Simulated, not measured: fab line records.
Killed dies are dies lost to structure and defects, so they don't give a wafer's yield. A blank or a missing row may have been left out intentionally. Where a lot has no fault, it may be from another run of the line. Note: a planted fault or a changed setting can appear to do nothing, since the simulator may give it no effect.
Which of the tools did it? -- flow n5 finfet -- 11 lots with 33 wafers sampled at 2 steps, on a route of 1938 steps

== WHAT EACH GAUGE READ, for each wafer ==
N5_SDB_CD_MEAS_11: target cd 50 nm.
lot,measured,on,cd nm (nm)
L075,day 3 23:32,cd sem-03,52.0 51.9 51.0
L077,day 4 10:24,cd sem-01,50.0 50.6 50.5
L079,day 4 22:53,cd sem-01,48.8 49.6 49.5
L081,day 5 12:34,cd sem-02,52.4 50.7 51.3
L083,day 6 01:39,cd sem-01,48.5 49.2 49.7
L087,day 7 00:11,cd sem-01,49.1 47.7 48.3
L089,day 7 12:08,cd sem-01,49.5 48.9 48.4
L091,day 7 23:04,cd sem-03,49.1 50.7 49.5
L093,day 8 12:23,cd sem-01,49.7 48.8 49.2
L095,day 9 04:13,cd sem-02,49.1 49.4 50.1
L097,day 9 17:18,cd sem-02,52.1 51.0 51.2

== WHAT TOOL EACH LOT RAN ON (gives the tool, then ch and the chambers of the sampled wafers, and finally the start) ==
lot,N5_SD_EPI_N_VAPOR_ETCH_50
L075,"epi rpcvd-02 ch 0, day 3 09:29"
L077,"epi rpcvd-02 ch 0, day 3 19:37"
L079,"epi rpcvd-02 ch 0, day 4 07:19"
L081,"epi rpcvd-02 ch 0, day 4 22:00"
L083,"epi rpcvd-04 ch 0, day 5 10:46"
L087,"epi rpcvd-02 ch 0, day 6 09:59"
L089,"epi rpcvd-02 ch 0, day 6 21:14"
L091,"epi rpcvd-04 ch 0, day 7 08:16"
L093,"epi rpcvd-03 ch 0, day 7 21:25"
L095,"epi rpcvd-02 ch 0, day 8 13:04"
L097,"epi rpcvd-02 ch 0, day 9 01:24"
- N5_SD_EPI_N_VAPOR_ETCH_50: etches Si in HCl, time 54 s.

== THE ANSWER, worked out from the rows above alone ==
Rule: the lots themselves supply what counts as usual. The widest of any qualifying gaps counts: lots, ordered by their means at a reading, are off when they make up no more than a third of the lots, leave a main group of 4 or more, and stand apart from it by 3 or more times the standard deviation of that group's means. A main group is skipped when, at the precision printed for the reading in the tables above, its means are all equal. A lot without any number at a reading at which 4 lots or more have one is off too. All remaining lots with rows at the step are treated as sound.
Nothing can be told from this: no lot is off at any reading shown.

== WHAT THE SIMULATOR HAD PUT IN ==
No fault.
